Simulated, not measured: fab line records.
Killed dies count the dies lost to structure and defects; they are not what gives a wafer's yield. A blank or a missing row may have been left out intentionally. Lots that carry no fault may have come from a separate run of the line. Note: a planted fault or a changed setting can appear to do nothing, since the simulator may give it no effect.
fab line records -- flow n5_finfet
record lots=7, wafers=21
route steps=1938 shown BEOL_M7@1299 BEOL_M9@1446 BEOL_M10@1512 BEOL_M11@1554 BEOL_M12@1648 BEOL_M13@1694 MIM_BOT@1833 PASSIVATION@1915
start_h: start of the lot's first displayed wafer, in hours after the record's first day -- wait_h: how many hours have passed since the lot's step before this one -- " the same as in the row above -- L1.1+2: a row that stands for several wafers -- - value missing, or start not given -- * or withheld: withheld -- < > ~ a bound
route shown NAME@n: NAME is a module with steps in the file, n the number in the route of the first one -- usual: mean/standard deviation of fault-free wafers -- same: alike in all rows -- chamber/n: place in a boat -- sites: per-site readings -- _std_site: how widely they spread, as a standard deviation -- _edge_site: outer sites' mean less inner sites' -- radius_mm: for every site, how far away it sits from the centre of the wafer -- mask NAME#n: copy n -- behind: tool/chamber where the wafer was last shaped -- hold: why the lot was held/for how many hours/how that ended -- device: names the non-switching transistor (n, p or np) -- end of line: tests of these same wafers at the route's end -- step lacking rows: just its recipe -- killed: not the wafer's yield, but the dies lost to structure and defects at the first sort -- map: the dies of a wafer, with x for killed, . for not killed, _ for no die there
set.NAME: the setting as run; set.NAME@STEP: as run at that earlier step -- model.NAME: the simulator's own value behind a step, which no gauge read
lots run with intentionally changed settings; tables by step, rows by wafer
## steps
# step N5_BEOL_M7_DESCUM_33
# recipe chemistry=O2, time_s=7, source_power_w=50, bias_power_w=20, pressure_mtorr=20, rf_frequency_hz=2.712e+07, temp_c=40, resist=CAR-EUV, o2_flow_sccm=225
lot.wafer,tool,chamber,start_h,wait_h,set.time_s
L074.3+5+6,rie_diel-01,"3,2,3",195.05,0.0,8.236
L077.1+2+3,rie_diel-06,"3,1,2",208.52,0.0,7
L078.1+5,rie_diel-02,"0,1",220.85,0.0,7
L078.4,rie_diel-02,1,220.85,0.0,7.477
L082.1+2+6,rie_diel-06,"2,3,1",233.43,0.0,7
L084.2+4+5,rie_diel-06,"3,1,0",254.89,0.4,7
L093.1,rie_diel-02,0,296.99,0.0,7
L093.4+6,rie_diel-02,"1,0",296.99,0.0,7.683
L094.2+4+5,rie_diel-06,"3,0,3",301.10,0.0,7
# step N5_BEOL_M7_ETCH_72
# recipe chemistry=N2/H2, target=underlayer, target_depth_a=65, mask_material=CAR-EUV, time_s=5.2, ion_energy_ev=200, pressure_mtorr=30, source_w=840, bias_w=150, n2_flow_sccm=200, h2_flow_sccm=200, ends=cleared
# step N5_BEOL_M7_ETCH_65
# recipe chemistry=CF4, target=SiARC, target_depth_a=156, mask_material=CAR-EUV, time_s=26, ion_energy_ev=80, pressure_mtorr=40, source_w=545, bias_w=36, Ar_flow_sccm=100, cf4_flow_sccm=100, ends=cleared
lot.wafer,tool,chamber,start_h,wait_h,set.time_s@BEOL_M7_DESCUM_33,model.CAR-EUV_of_BEOL_M7_COAT_22.thk_nm
L074.3+5+6,rie_diel-01,"3,2,3",195.10,0.0,8.236,10.6
L077.1+2+3,rie_diel-06,"3,1,2",208.57,0.0,7,11.2
L078.1+5,rie_diel-02,"0,1",220.90,0.0,7,11.2
L078.4,rie_diel-02,1,220.90,0.0,7.477,11
L082.1+2+6,rie_diel-06,"2,3,1",233.48,0.0,7,11
L084.2+5,rie_diel-06,"3,0",254.94,0.0,7,11
L084.4,rie_diel-06,1,254.94,0.0,7,10.8
L093.1,rie_diel-02,0,297.04,0.0,7,11.2
L093.4+6,rie_diel-02,"1,0",297.04,0.0,7.683,10.8
L094.2+4+5,rie_diel-06,"3,0,3",301.15,0.0,7,11.2
# step N5_BEOL_M7_TRENCH_ETCH_37
# recipe chemistry=C4F6/O2, target_depth_a=934.78, target=SiCOH_lowk, time_s=31.2, ion_energy_ev=250, pressure_mtorr=30, source_w=345, bias_w=185, Ar_flow_sccm=300, C4F6_flow_sccm=10, O2_flow_sccm=10
# usual rf_vpp_V=668/13
lot.wafer,tool,chamber,start_h,wait_h,set.source_w,set.target_thk_a@BEOL_M7_HM_DEP_02,rf_vpp_V,model.etch.depth_nm,model.BEOL_M7.feature_depth_nm,model.TiN_of_BEOL_M7_HM_DEP_02.thk_nm
L074.3,rie_diel-01,3,-,-,390.8,187.6,626,96.07,96,15.6
L074.5,rie_diel-01,2,-,-,345,200,680,94.1,94.2,17.2
L074.6,rie_diel-01,3,-,-,390.8,200,627,95.69,95.6,17
L077.1,rie_diel-06,3,-,-,345,200,649,95.04,95,17.2
L077.2,rie_diel-06,1,-,-,345,200,664,95.01,95,17
L077.3,rie_diel-06,2,-,-,345,181.5,657,96.56,96.6,15
L078.1,rie_diel-02,0,-,-,345,200,676,92.01,92,18
L078.4,rie_diel-02,1,-,-,345,200,658,92.45,92.4,17.8
L078.5,rie_diel-02,1,-,-,345,200,658,92.45,92.4,17.6
L082.1,rie_diel-06,2,-,-,345,200,658,95.22,95.2,17.8
L082.2,rie_diel-06,3,-,-,345,190.2,647,93.08,93,16.8
L082.6,rie_diel-06,1,-,-,345,200,663,95.19,95.2,17.6
L084.2,rie_diel-06,0,-,-,345,200,677,97.47,97.4,16.8
L084.4,rie_diel-06,2,-,-,345,200,657,96.94,97,17
L084.5,rie_diel-06,0,-,-,345,200,679,96.99,97,17.2
L093.1,rie_diel-02,0,-,-,345,173.8,675,92.32,92.4,14.4
L093.4,rie_diel-02,1,-,-,345,173.8,656,92.61,92.6,14
L093.6,rie_diel-02,0,-,-,401.7,200,625,98.8,98.8,16.8
L094.2,rie_diel-06,3,-,-,345,200,660,96.57,96.6,16.4
L094.4,rie_diel-06,0,-,-,405.7,200,625,104.4,104.4,16.4
L094.5,rie_diel-06,3,-,-,405.7,200,606,101.8,101.8,16.4
# step N5_BEOL_M7_ETCH_41
# recipe chemistry=CH3F/O2, target=SiCN, target_depth_a=319, taper_deg=2, time_s=57.8, ion_energy_ev=120, mask_material=TiN, pressure_mtorr=30, source_w=395, bias_w=75, Ar_flow_sccm=150, CH3F_flow_sccm=30, O2_flow_sccm=20
# step N5_BEOL_M7_STRIP_80
# recipe chemistry=N2/H2, time_s=10, power_w=450, temp_c=40, pressure_mtorr=20, rf_frequency_hz=6e+07, bias_power_w=7, n2_flow_sccm=200, h2_flow_sccm=200
# step N5_BEOL_M7_OCD_MEAS_38
# usual trench_depth_nm=94.1/2
lot.wafer,tool,chamber,start_h,wait_h,set.source_w@BEOL_M7_TRENCH_ETCH_37,trench_depth_nm
L074.3,ocd-01,-,195.48,-,390.8,95.7
L074.5,ocd-01,-,195.48,-,345,93.8
L074.6,ocd-01,-,195.48,-,390.8,95.5
L077.1,ocd-01,-,208.95,-,345,95.3
L077.2,ocd-01,-,208.95,-,345,94.8
L077.3,ocd-01,-,208.95,-,345,96.5
L078.1,ocd-01,-,221.28,-,345,91.7
L078.4,ocd-01,-,221.28,-,345,92.8
L078.5,ocd-01,-,221.28,-,345,92.4
L082.1,ocd-02,-,233.86,-,345,95.4
L082.2,ocd-02,-,233.86,-,345,92.8
L082.6,ocd-02,-,233.86,-,345,95.4
L084.2,ocd-01,-,255.32,-,345,97.6
L084.4,ocd-01,-,255.32,-,345,97.2
L084.5,ocd-01,-,255.32,-,345,96.9
L093.1,ocd-02,-,297.41,-,345,92.4
L093.4,ocd-02,-,297.41,-,345,92.6
L093.6,ocd-02,-,297.41,-,401.7,98.3
L094.2,ocd-01,-,301.53,-,345,96.7
L094.4,ocd-01,-,301.53,-,405.7,104.2
L094.5,ocd-01,-,301.53,-,405.7,102.1
# step N5_BEOL_M9_TRENCH_ETCH_37
# recipe chemistry=C4F6/O2, target_depth_a=1514.3, target=SiCOH_lowk, time_s=49, ion_energy_ev=250, pressure_mtorr=30, source_w=345, bias_w=185, Ar_flow_sccm=300, C4F6_flow_sccm=10, O2_flow_sccm=10
# usual rf_vpp_V=667/14
lot.wafer,tool,chamber,start_h,wait_h,set.bias_w,rf_vpp_V
L074.3,rie_diel-02,1,-,-,185,656
L074.5,rie_diel-02,1,-,-,152.8,564
L074.6,rie_diel-02,0,-,-,152.8,581
L077.1,rie_diel-06,0,-,-,185,678
L077.2,rie_diel-06,3,-,-,157.4,570
L077.3,rie_diel-06,2,-,-,157.4,577
L078.1,rie_diel-01,1,-,-,185,681
L078.4,rie_diel-01,0,-,-,185,671
L078.5,rie_diel-01,3,-,-,214.5,750
L082.1,rie_diel-02,2,-,-,199.2,730
L082.2,rie_diel-02,1,-,-,185,656
L082.6,rie_diel-02,1,-,-,199.2,698
L084.2,rie_diel-06,2,-,-,185,656
L084.4,rie_diel-06,1,-,-,185,662
L084.5,rie_diel-06,2,-,-,185,656
L093.1,rie_diel-06,1,-,-,216.2,750
L093.4,rie_diel-06,0,-,-,185,678
L093.6,rie_diel-06,3,-,-,216.2,744
L094.2,rie_diel-01,1,-,-,185,682
L094.4,rie_diel-01,3,-,-,185,667
L094.5,rie_diel-01,1,-,-,185,682
# step N5_BEOL_M10_TRENCH_ETCH_37
# recipe chemistry=C4F6/O2, target_depth_a=1488.3, target=SiCOH_lowk, time_s=48, ion_energy_ev=250, pressure_mtorr=30, source_w=345, bias_w=185, Ar_flow_sccm=300, C4F6_flow_sccm=10, O2_flow_sccm=10
# usual rf_vpp_V=665/18
lot.wafer,tool,chamber,start_h,wait_h,set.bias_w,rf_vpp_V
L074.3,rie_diel-04,1,-,-,185,675
L074.5,rie_diel-04,1,-,-,185,674
L074.6,rie_diel-04,0,-,-,169.3,629
L077.1,rie_diel-03,0,-,-,185,641
L077.2,rie_diel-03,1,-,-,202.5,749
L077.3,rie_diel-03,3,-,-,202.5,724
L078.1,rie_diel-04,2,-,-,185,656
L078.4,rie_diel-04,1,-,-,171.2,634
L078.5,rie_diel-04,2,-,-,171.2,617
L082.1,rie_diel-04,2,-,-,185,658
L082.2,rie_diel-04,3,-,-,185,681
L082.6,rie_diel-04,2,-,-,185,658
L084.2,rie_diel-04,0,-,-,185,676
L084.4,rie_diel-04,0,-,-,185,677
L084.5,rie_diel-04,3,-,-,185,680
L093.1,rie_diel-04,2,-,-,185,656
L093.4,rie_diel-04,0,-,-,167.9,625
L093.6,rie_diel-04,3,-,-,167.9,630
L094.2,rie_diel-05,0,-,-,185,646
L094.4,rie_diel-05,2,-,-,185,654
L094.5,rie_diel-05,0,-,-,185,646
# step N5_BEOL_M10_ETCH_41
# recipe chemistry=CH3F/O2, target=SiCN, target_depth_a=426, taper_deg=2, time_s=86, ion_energy_ev=120, mask_material=TiN, pressure_mtorr=30, source_w=395, bias_w=75, Ar_flow_sccm=150, CH3F_flow_sccm=30, O2_flow_sccm=20
# usual rf_vpp_V=297.0/1.3
lot.wafer,tool,chamber,start_h,wait_h,set.source_w,rf_vpp_V
L074.3,rie_diel-04,1,-,-,413.3,292.6
L074.5,rie_diel-04,1,-,-,413.3,292.2
L074.6,rie_diel-04,0,-,-,395,296.7
L077.1,rie_diel-03,0,-,-,395,296.9
L077.2,rie_diel-03,1,-,-,395,296.8
L077.3,rie_diel-03,3,-,-,332.9,316.3
L078.1,rie_diel-04,2,-,-,395,297.2
L078.4,rie_diel-04,1,-,-,395,295.6
L078.5,rie_diel-04,2,-,-,374.5,300.9
L082.1,rie_diel-04,2,-,-,395,296.1
L082.2,rie_diel-04,3,-,-,395,297.9
L082.6,rie_diel-04,2,-,-,395,295.6
L084.2,rie_diel-04,0,-,-,395,300.3
L084.4,rie_diel-04,0,-,-,395,296.9
L084.5,rie_diel-04,3,-,-,395,299.6
L093.1,rie_diel-04,2,-,-,416.3,291.9
L093.4,rie_diel-04,0,-,-,395,297.8
L093.6,rie_diel-04,3,-,-,416.3,292.4
L094.2,rie_diel-05,0,-,-,335.1,311.1
L094.4,rie_diel-05,2,-,-,395,297.0
L094.5,rie_diel-05,0,-,-,395,296.1
# step N5_BEOL_M11_ETCH_62
# recipe chemistry=N2/H2, target=SOC, target_depth_a=1100, overetch_a=220, mask_material=SiARC, temp_c=40, time_s=165, ion_energy_ev=200, pressure_mtorr=30, source_w=840, bias_w=150, n2_flow_sccm=200, h2_flow_sccm=200
# usual rf_vpp_V=524.5/1.8
lot.wafer,tool,chamber,start_h,wait_h,set.bias_w,rf_vpp_V,model.SiARC_of_BEOL_M11_COAT_60.thk_nm
L074.3,rie_diel-06,3,221.76,0.0,150,519.7,23.4
L074.5,rie_diel-06,1,221.76,0.0,175.5,581.0,22
L074.6,rie_diel-06,0,221.76,0.0,150,526.2,22.8
L077.1,rie_diel-06,0,234.59,0.0,163,555.0,22.2
L077.2,rie_diel-06,2,234.59,0.0,163,552.6,22.6
L077.3,rie_diel-06,1,234.59,0.0,150,524.9,23.4
L078.1,rie_diel-02,0,246.63,0.0,150,525.3,23.8
L078.4,rie_diel-02,2,246.63,0.0,170.8,570.5,22.4
L078.5,rie_diel-02,0,246.63,0.0,170.8,567.8,22.6
L082.1,rie_diel-01,3,267.79,0.0,150,523.5,23.6
L082.2,rie_diel-01,2,267.79,0.0,138.5,497.7,24.2
L082.6,rie_diel-01,1,267.79,0.0,138.5,499.7,24.4
L084.2,rie_diel-01,2,286.54,0.0,150,522.6,23.4
L084.4,rie_diel-01,1,286.54,0.0,150,526.6,23.8
L084.5,rie_diel-01,0,286.54,0.0,150,525.6,23.4
L093.1,rie_diel-02,2,326.68,0.0,150,525.4,23.4
L093.4,rie_diel-02,1,326.68,0.0,150,522.5,23.8
L093.6,rie_diel-02,0,326.68,0.0,137.6,496.3,24.6
L094.2,rie_diel-06,0,332.09,0.0,158.1,544.6,22.4
L094.4,rie_diel-06,1,332.09,0.0,158.1,543.2,22.8
L094.5,rie_diel-06,2,332.09,0.0,158.1,541.2,22.8
# step N5_BEOL_M11_COAT_22
# recipe resist=CAR-ArF, spin_rpm=1500, resist_thk_nm=90
lot.wafer,tool,chamber,start_h,wait_h,set.spin_rpm,model.CAR-ArF_of_BEOL_M11_COAT_22.thk_nm
L074.3+5,litho_track-04,0,-,-,1611,86.6
L074.6,litho_track-04,0,-,-,1611,87
L077.1,litho_track-03,0,-,-,1500,90.2
L077.2,litho_track-03,0,-,-,1652,86
L077.3,litho_track-03,0,-,-,1652,85.8
L078.1,litho_track-01,0,-,-,1500,89.6
L078.4,litho_track-01,0,-,-,1559,88.2
L078.5,litho_track-01,0,-,-,1500,89.8
L082.1,litho_track-03,0,-,-,1500,90
L082.2,litho_track-03,0,-,-,1378,93.6
L082.6,litho_track-03,0,-,-,1378,94
L084.2,litho_track-03,0,-,-,1500,90.2
L084.4,litho_track-03,0,-,-,1500,90
L084.5,litho_track-03,0,-,-,1500,89.8
L093.1,litho_track-03,0,-,-,1636,86.2
L093.4,litho_track-03,0,-,-,1500,89.8
L093.6,litho_track-03,0,-,-,1636,86.4
L094.2+4,litho_track-04,0,-,-,1500,90
L094.5,litho_track-04,0,-,-,1576,87.4
# step N5_BEOL_M11_EBR_24
# recipe solvent=PGMEA, ebr_width_mm=1.5
# step N5_BEOL_M11_SOFTBAKE_23
# recipe temp_c=110, time_s=60, resist=CAR-ArF
# step N5_BEOL_M11_DESCUM_33
# recipe chemistry=O2, time_s=7.9, source_power_w=50, bias_power_w=20, pressure_mtorr=20, rf_frequency_hz=2.712e+07, temp_c=40, resist=CAR-ArF, o2_flow_sccm=225
# step N5_BEOL_M11_ETCH_65
# recipe chemistry=CF4, target=SiARC, target_depth_a=390, mask_material=CAR-ArF, time_s=65, ion_energy_ev=80, pressure_mtorr=40, source_w=545, bias_w=36, Ar_flow_sccm=100, cf4_flow_sccm=100, ends=cleared
lot.wafer,tool,chamber,start_h,wait_h,set.spin_rpm@BEOL_M11_COAT_22,model.CAR-ArF_of_BEOL_M11_COAT_22.thk_nm
L074.3+5,rie_diel-01,"0,2",223.97,0.0,1611,52.2
L074.6,rie_diel-01,3,223.97,0.0,1611,52.4
L077.1,rie_diel-02,0,235.53,0.0,1500,55.8
L077.2,rie_diel-02,3,235.53,0.0,1652,51.6
L077.3,rie_diel-02,2,235.53,0.0,1652,51.4
L078.1,rie_diel-01,3,247.94,0.0,1500,55.2
L078.4,rie_diel-01,2,247.94,0.0,1559,53.8
L078.5,rie_diel-01,1,247.94,0.0,1500,55.6
L082.1,rie_diel-01,1,268.57,0.0,1500,55.6
L082.2,rie_diel-01,2,268.57,0.0,1378,59
L082.6,rie_diel-01,1,268.57,0.0,1378,59.6
L084.2,rie_diel-06,0,288.89,0.0,1500,55.8
L084.4,rie_diel-06,2,288.89,0.0,1500,55.4
L084.5,rie_diel-06,0,288.89,0.0,1500,55.2
L093.1+6,rie_diel-02,"2,1",330.32,0.0,1636,51.8
L093.4,rie_diel-02,2,330.32,0.0,1500,55.6
L094.2+4,rie_diel-06,"3,1",334.69,0.0,1500,55.6
L094.5,rie_diel-06,1,334.69,0.0,1576,53
# step N5_BEOL_M12_SPUTTER_43
# recipe material=TaN, target_thk_a=150, temp_c=50, bias_v=168.6, power_w=15000, chamber_pressure_pa=0.12, time_s=24.19
lot.wafer,tool,chamber,start_h,wait_h,set.time_s,model.TaN_of_BEOL_M12_SPUTTER_43.thk_nm
L074.3,pvd_sputter-01,-,230.27,0.0,24.19,15
L074.5+6,pvd_sputter-01,-,230.27,0.0,26.55,16.4
L077.1,pvd_sputter-01,-,243.08,0.0,24.19,15
L077.2+3,pvd_sputter-01,-,243.08,0.0,24.19,15.2
L078.1+4+5,pvd_sputter-03,-,256.15,0.0,24.19,15.2
L082.1,pvd_sputter-02,-,275.75,0.0,21.18,13
L082.2,pvd_sputter-02,-,275.75,0.0,21.18,12.8
L082.6,pvd_sputter-02,-,275.75,0.0,24.19,14.6
L084.2,pvd_sputter-02,-,295.86,0.0,24.19,15
L084.4,pvd_sputter-02,-,295.86,0.0,24.19,14.4
L084.5,pvd_sputter-02,-,295.86,0.0,24.19,15.2
L093.1,pvd_sputter-01,-,337.79,0.0,21.56,13.4
L093.4,pvd_sputter-01,-,337.79,0.0,24.19,15
L093.6,pvd_sputter-01,-,337.79,0.0,24.19,15.2
L094.2+5,pvd_sputter-03,-,343.41,0.0,27.72,17.4
L094.4,pvd_sputter-03,-,343.41,0.0,24.19,15
# step N5_BEOL_M13_ETCH_68
# recipe chemistry=N2/H2, target=SOC, mask_material=SiARC, source_w=3000, bias_w=350, temp_c=40, time_s=355, ion_energy_ev=200, pressure_mtorr=30, n2_flow_sccm=200, h2_flow_sccm=200
lot.wafer,tool,chamber,start_h,wait_h,set.time_s,model.SiARC_of_BEOL_M13_COAT_66.thk_nm
L074.3,rie_diel-02,0,233.29,0.1,355,77
L074.5,rie_diel-02,1,233.29,0.1,376,75.4
L074.6,rie_diel-02,0,233.29,0.1,376,74.6
L077.1,rie_diel-01,3,246.25,0.1,423.1,71.8
L077.2,rie_diel-01,2,246.25,0.1,355,76.6
L077.3,rie_diel-01,1,246.25,0.1,423.1,72.2
L078.1,rie_diel-01,3,259.66,0.1,355,78.4
L078.4,rie_diel-01,3,259.66,0.1,312.8,82.4
L078.5,rie_diel-01,2,259.66,0.1,355,77.6
L082.1,rie_diel-06,1,279.43,0.1,299.2,82.6
L082.2,rie_diel-06,2,279.43,0.1,355,77
L082.6,rie_diel-06,1,279.43,0.1,355,77.4
L084.2+5,rie_diel-06,1,298.85,0.1,355,76.4
L084.4,rie_diel-06,2,298.85,0.1,355,76.2
L093.1,rie_diel-01,2,340.84,0.1,355,76.6
L093.4,rie_diel-01,1,340.84,0.1,355,78.8
L093.6,rie_diel-01,3,340.84,0.1,318.7,80.8
L094.2,rie_diel-02,2,346.58,0.1,355,76
L094.4,rie_diel-02,0,346.58,0.1,355,76.4
L094.5,rie_diel-02,0,346.58,0.1,355,76.6
# step N5_BEOL_M13_SPUTTER_44
# recipe material=Ta, target_thk_a=100, temp_c=50, bias_v=80, power_w=15000, chamber_pressure_pa=0.07, time_s=16.13
lot.wafer,tool,chamber,start_h,wait_h,set.power_w,model.Ta_of_BEOL_M13_SPUTTER_44.thk_nm
L074.3+6,pvd_sputter-03,-,234.51,0.0,15000,9.8
L074.5,pvd_sputter-03,-,234.51,0.0,15870,10.2
L077.1,pvd_sputter-01,-,248.82,0.0,15000,9.8
L077.2,pvd_sputter-01,-,248.82,0.0,15000,10.2
L077.3,pvd_sputter-01,-,248.82,0.0,17350,11.8
L078.1+5,pvd_sputter-02,-,261.73,0.0,15000,10.2
L078.4,pvd_sputter-02,-,261.73,0.0,15000,9.8
L082.1,pvd_sputter-01,-,281.14,0.0,15000,10.2
L082.2,pvd_sputter-01,-,281.14,0.0,17220,11.4
L082.6,pvd_sputter-01,-,281.14,0.0,17220,11.6
L084.2+5,pvd_sputter-03,-,299.89,0.0,15000,10
L084.4,pvd_sputter-03,-,299.89,0.0,15000,9.6
L093.1,pvd_sputter-02,-,345.67,0.0,15000,10.2
L093.4+6,pvd_sputter-02,-,345.67,0.0,15000,10
L094.2,pvd_sputter-01,-,348.55,0.0,16400,10.6
L094.4+5,pvd_sputter-01,-,348.55,0.0,15000,9.8
# step N5_MIM_BOT_SPUTTER_00
# recipe material=TiN, target_thk_a=350, temp_c=200, power_w=3000, chamber_pressure_pa=0.49996, gas=Ar, reactive_partial_pa=0.37997, time_s=89.7
lot.wafer,tool,chamber,start_h,wait_h,set.power_w,model.TiN_of_MIM_BOT_SPUTTER_00.thk_nm
L074.3,pvd_sputter-01,-,248.50,0.0,2804,33.6
L074.5,pvd_sputter-01,-,248.50,0.0,2804,33.4
L074.6,pvd_sputter-01,-,248.50,0.0,3000,34.6
L077.1,pvd_sputter-02,-,264.67,0.0,3000,35.2
L077.2,pvd_sputter-02,-,264.67,0.0,2560,30.4
L077.3,pvd_sputter-02,-,264.67,0.0,2560,30.2
L078.1,pvd_sputter-02,-,278.31,0.0,3000,35.8
L078.4,pvd_sputter-02,-,278.31,0.0,3000,35.4
L078.5,pvd_sputter-02,-,278.31,0.0,2715,32.2
L082.1+2,pvd_sputter-02,-,295.48,0.0,3000,35.2
L082.6,pvd_sputter-02,-,295.48,0.0,3000,35.4
L084.2,pvd_sputter-01,-,315.46,0.0,3000,34.8
L084.4,pvd_sputter-01,-,315.46,0.0,3000,35.4
L084.5,pvd_sputter-01,-,315.46,0.0,3000,35.2
L093.1,pvd_sputter-02,-,364.87,0.0,2636,31.2
L093.4,pvd_sputter-02,-,364.87,0.0,3000,34.4
L093.6,pvd_sputter-02,-,364.87,0.0,2636,31.4
L094.2+5,pvd_sputter-01,-,368.42,0.0,3496,39.6
L094.4,pvd_sputter-01,-,368.42,0.0,3000,33.8
# step N5_PASSIVATION_PECVD_53
# recipe material=SiO2, target_thk_a=8000, temp_c=400, precursor=TEOS/O2, pressure_torr=6.5, rf_w=withheld, teos_flow_sccm=withheld, gas=O2, flow_sccm=2650, time_s=169.4
lot.wafer,tool,chamber,start_h,wait_h,set.temp_c,model.SiO2_of_PASSIVATION_PECVD_53.thk_nm
L074.3,pecvd-03,0,257.53,0.0,416.6,708.8
L074.5,pecvd-03,1,257.53,0.0,400,810
L074.6,pecvd-03,0,257.53,0.0,416.6,719.4
L077.1,pecvd-01,2,274.69,0.0,400,806.4
L077.2,pecvd-01,0,274.69,0.0,400,797
L077.3,pecvd-01,0,274.69,0.0,391.5,857.8
L078.1,pecvd-01,0,288.44,0.0,415.1,714
L078.4,pecvd-01,0,288.44,0.0,400,813.4
L078.5,pecvd-01,1,288.44,0.0,415.1,730.2
L082.1,pecvd-02,2,302.09,0.0,417.1,711
L082.2,pecvd-02,0,302.09,0.0,417.1,710
L082.6,pecvd-02,1,302.09,0.0,417.1,716.2
L084.2,pecvd-02,0,324.22,0.0,400,806.6
L084.4,pecvd-02,1,324.22,0.0,400,801.8
L084.5,pecvd-02,0,324.22,0.0,400,819
L093.1,pecvd-02,2,375.36,0.0,400,799.4
L093.4,pecvd-02,0,375.36,0.0,400,824.2
L093.6,pecvd-02,1,375.36,0.0,400,814.6
L094.2,pecvd-03,1,375.40,0.0,400,788.6
L094.4,pecvd-03,1,375.40,0.0,415.7,708.6
L094.5,pecvd-03,0,375.40,0.0,400,817.2
## key
split step=N5_BEOL_M7_DESCUM_33, setting=time_s, stated=7, by=wafer
response step=N5_BEOL_M7_ETCH_65, reading=model.CAR-EUV_of_BEOL_M7_COAT_22.thk_nm, change=-0.0372, per=1%, r=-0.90
split step=N5_BEOL_M7_TRENCH_ETCH_37, setting=source_w, stated=345, by=wafer
response step=N5_BEOL_M7_TRENCH_ETCH_37, reading=rf_vpp_V, change=-2.86, per=1%, r=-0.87
response step=N5_BEOL_M7_TRENCH_ETCH_37, reading=model.etch.depth_nm, change=+0.32, per=1%, r=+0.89
response step=N5_BEOL_M7_TRENCH_ETCH_37, reading=model.BEOL_M7.feature_depth_nm, change=+0.316, per=1%, r=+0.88
response step=N5_BEOL_M7_OCD_MEAS_38, reading=trench_depth_nm, change=+0.305, per=1%, r=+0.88
split step=N5_BEOL_M9_TRENCH_ETCH_37, setting=bias_w, stated=185, by=wafer
response step=N5_BEOL_M9_TRENCH_ETCH_37, reading=rf_vpp_V, change=+5.17, per=1%, r=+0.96
split step=N5_BEOL_M10_TRENCH_ETCH_37, setting=bias_w, stated=185, by=wafer
response step=N5_BEOL_M10_TRENCH_ETCH_37, reading=rf_vpp_V, change=+5.84, per=1%, r=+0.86
split step=N5_BEOL_M10_ETCH_41, setting=source_w, stated=395, by=wafer
response step=N5_BEOL_M10_ETCH_41, reading=rf_vpp_V, change=-1.08, per=1%, r=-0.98
split step=N5_BEOL_M11_ETCH_62, setting=bias_w, stated=150, by=wafer
response step=N5_BEOL_M11_ETCH_62, reading=rf_vpp_V, change=+3.31, per=1%, r=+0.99
response step=N5_BEOL_M11_ETCH_62, reading=model.SiARC_of_BEOL_M11_COAT_60.thk_nm, change=-0.0864, per=1%, r=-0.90
split step=N5_BEOL_M11_COAT_22, setting=spin_rpm, stated=1500, by=wafer
response step=N5_BEOL_M11_COAT_22, reading=model.CAR-ArF_of_BEOL_M11_COAT_22.thk_nm, change=-0.429, per=1%, r=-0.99
response step=N5_BEOL_M11_ETCH_65, reading=model.CAR-ArF_of_BEOL_M11_COAT_22.thk_nm, change=-0.437, per=1%, r=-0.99
split step=N5_BEOL_M12_SPUTTER_43, setting=time_s, stated=24.19, by=wafer
response step=N5_BEOL_M12_SPUTTER_43, reading=model.TaN_of_BEOL_M12_SPUTTER_43.thk_nm, change=+0.152, per=1%, r=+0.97
split step=N5_BEOL_M13_ETCH_68, setting=time_s, stated=355, by=wafer
response step=N5_BEOL_M13_ETCH_68, reading=model.SiARC_of_BEOL_M13_COAT_66.thk_nm, change=-0.3, per=1%, r=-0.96
split step=N5_BEOL_M13_SPUTTER_44, setting=power_w, stated=15000, by=wafer
response step=N5_BEOL_M13_SPUTTER_44, reading=model.Ta_of_BEOL_M13_SPUTTER_44.thk_nm, change=+0.0978, per=1%, r=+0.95
split step=N5_MIM_BOT_SPUTTER_00, setting=power_w, stated=3000, by=wafer
response step=N5_MIM_BOT_SPUTTER_00, reading=model.TiN_of_MIM_BOT_SPUTTER_00.thk_nm, change=+0.319, per=1%, r=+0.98
split step=N5_PASSIVATION_PECVD_53, setting=temp_c, stated=400, by=wafer
response step=N5_PASSIVATION_PECVD_53, reading=model.SiO2_of_PASSIVATION_PECVD_53.thk_nm, change=-24, per=1%, r=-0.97
split outside_this_file step=N5_BEOL_M7_HM_DEP_02 setting=target_thk_a
# split outside_this_file: this setting was split too, and the file shows its column; the key of that split is in another file
